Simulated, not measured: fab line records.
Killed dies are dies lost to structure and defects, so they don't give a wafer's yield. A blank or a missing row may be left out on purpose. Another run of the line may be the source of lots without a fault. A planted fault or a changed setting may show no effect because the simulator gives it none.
Matching of chambers :: flow n5Finfet :: cvdCo-02 running N5_BEOL_M2_CO_CAP_55: 3 sister chambers
The step material Co, precursor CCTBA/H2, target thk 2 nm, time 102.1 s. 16 wafers are shown with their chamber, then 7 later ones without.

## WAFERS PAIRED WITH THEIR CHAMBERS
wafer: L402.2
chamber: 0
heaterPowerOuterW (W): 121
heaterPowerW (W): 246

wafer: L402.4
chamber: 1
heaterPowerOuterW (W): 128
heaterPowerW (W): 257

wafer: L402.5
chamber: 0
heaterPowerOuterW (W): 121
heaterPowerW (W): 246

wafer: L404.1
chamber: 0
heaterPowerOuterW (W): 123
heaterPowerW (W): 240

wafer: L404.2
chamber: 1
heaterPowerOuterW (W): 130
heaterPowerW (W): 250

wafer: L404.6
chamber: 1
heaterPowerOuterW (W): 130
heaterPowerW (W): 253

wafer: L405.2
chamber: 0
heaterPowerOuterW (W): 120
heaterPowerW (W): 246

wafer: L405.3
chamber: 1
heaterPowerOuterW (W): 131
heaterPowerW (W): 258

wafer: L405.4
chamber: 2
heaterPowerOuterW (W): 134
heaterPowerW (W): 250

wafer: L414.4
chamber: 2
heaterPowerOuterW (W): 134
heaterPowerW (W): 246

wafer: L414.5
chamber: 0
heaterPowerOuterW (W): 123
heaterPowerW (W): 245

wafer: L414.6
chamber: 1
heaterPowerOuterW (W): 132
heaterPowerW (W): 255

wafer: L416.2
chamber: 2
heaterPowerOuterW (W): 134
heaterPowerW (W): 251

wafer: L416.3
chamber: 1
heaterPowerOuterW (W): 133
heaterPowerW (W): 257

wafer: L416.6
chamber: 0
heaterPowerOuterW (W): 124
heaterPowerW (W): 241

wafer: L424.4
chamber: 2
heaterPowerOuterW (W): 137
heaterPowerW (W): 254

SIGNATURES (averages over the wafers above)
reading: heaterPowerOuterW
chamber 0: 122.00
chamber 1: 130.67
chamber 2: 134.75
scatter within a chamber: 1.62

reading: heaterPowerW
chamber 0: 244.00
chamber 1: 255.00
chamber 2: 250.25
scatter within a chamber: 3
Rule: distance of a wafer from a chamber = root of the sum over the readings of ((wafer's reading minus chamber's mean) / reading's scatter) squared. The wafer belongs to the nearest chamber; if the next one is less than 2 further off, it can't be placed. How the scatter is found: for the shown wafers, subtract from each reading the mean of its chamber, square and add these, divide the total by (wafers less chambers), then take the root.

## WAFERS WHOSE CHAMBER IS MISSING
wafer: L424.5
heaterPowerOuterW (W): 137
heaterPowerW (W): 252

wafer: L423.1
heaterPowerOuterW (W): 132
heaterPowerW (W): 255

wafer: L423.3
heaterPowerOuterW (W): 122
heaterPowerW (W): 242

wafer: L423.4
heaterPowerOuterW (W): 132
heaterPowerW (W): 257

wafer: L425.1
heaterPowerOuterW (W): 132
heaterPowerW (W): 252

wafer: L425.2
heaterPowerOuterW (W): 124
heaterPowerW (W): 245

wafer: L425.5
heaterPowerOuterW (W): 128
heaterPowerW (W): 254

## THE CHAMBER EACH PASSED THROUGH
wafer: L424.5
from the rows above: 2
in truth: 2

wafer: L423.1
from the rows above: can't be placed: 1 or 2
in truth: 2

wafer: L423.3
from the rows above: 0
in truth: 0

wafer: L423.4
from the rows above: can't be placed: 1 or 2
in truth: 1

wafer: L425.1
from the rows above: can't be placed: 1 or 2
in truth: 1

wafer: L425.2
from the rows above: 0
in truth: 0

wafer: L425.5
from the rows above: 1
in truth: 1
Placed correctly: 4 of 7. From these rows, 3 cannot be placed; in 3 the true chamber is one of the candidates. 0 placed wrongly.
